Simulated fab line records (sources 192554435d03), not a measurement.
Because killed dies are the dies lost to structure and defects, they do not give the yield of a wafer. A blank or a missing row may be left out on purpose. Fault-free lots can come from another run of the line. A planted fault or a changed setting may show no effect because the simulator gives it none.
Chamber matching + flow n5Finfet + N5_HKMG_FIN_ETCH_54 on rieDiel-05: 4 sister chambers
The step etches SiARC in CF4, target depth 45.5 nm, time 75.8 s. 4 wafers are shown with their chamber, then 12 later ones without.

## WAFERS, EACH WITH ITS CHAMBER
| wafer  | chamber | showerheadPlenumPTorr (Torr) |
|--------|---------|------------------------------|
| L083.6 | 2       | 2.20                         |
| L087.1 | 0       | 2.09                         |
| L088.2 | 3       | 2.12                         |
| L088.5 | 1       | 2.10                         |

## WAFERS MISSING THEIR CHAMBER
| wafer  | showerheadPlenumPTorr (Torr) |
|--------|------------------------------|
| L093.1 | 2.19                         |
| L093.3 | 2.10                         |
| L093.6 | 2.19                         |
| L094.2 | 2.19                         |
| L094.3 | 2.08                         |
| L094.5 | 2.19                         |
| L095.3 | 2.12                         |
| L095.4 | 2.09                         |
| L095.5 | 2.09                         |
| L096.3 | 2.09                         |
| L096.4 | 2.08                         |
| L096.5 | 2.08                         |

## WHICH CHAMBER EACH ONE RAN IN
| wafer  | from the rows above     | in truth |
|--------|-------------------------|----------|
| L093.1 | 2                       | 2        |
| L093.3 | can't be placed: 1 or 0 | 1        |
| L093.6 | 2                       | 2        |
| L094.2 | 2                       | 2        |
| L094.3 | can't be placed: 0 or 1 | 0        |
| L094.5 | 2                       | 2        |
| L095.3 | 3                       | 3        |
| L095.4 | can't be placed: 0 or 1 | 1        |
| L095.5 | can't be placed: 0 or 1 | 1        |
| L096.3 | can't be placed: 0 or 1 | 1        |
| L096.4 | can't be placed: 0 or 1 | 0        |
| L096.5 | can't be placed: 0 or 1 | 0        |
Placed correctly: 5 of 12. From these rows, 7 cannot be placed; in 7 the true chamber is one of the candidates. Number placed wrongly: 0.
How it was worked out, from the rows above alone: a wafer's distance from a chamber is the root of the sum, over the readings, of the square of ((its reading less the chamber's mean) divided by the reading's scatter). The wafer belongs to the nearest chamber; if the next one is less than 2 further off, it can't be placed. For every chamber, the mean is computed from those of its wafers that are shown. The scatter (one wafer shown for each chamber): square how far every hidden wafer sits from the nearest shown wafer, average those squares and take the square root.
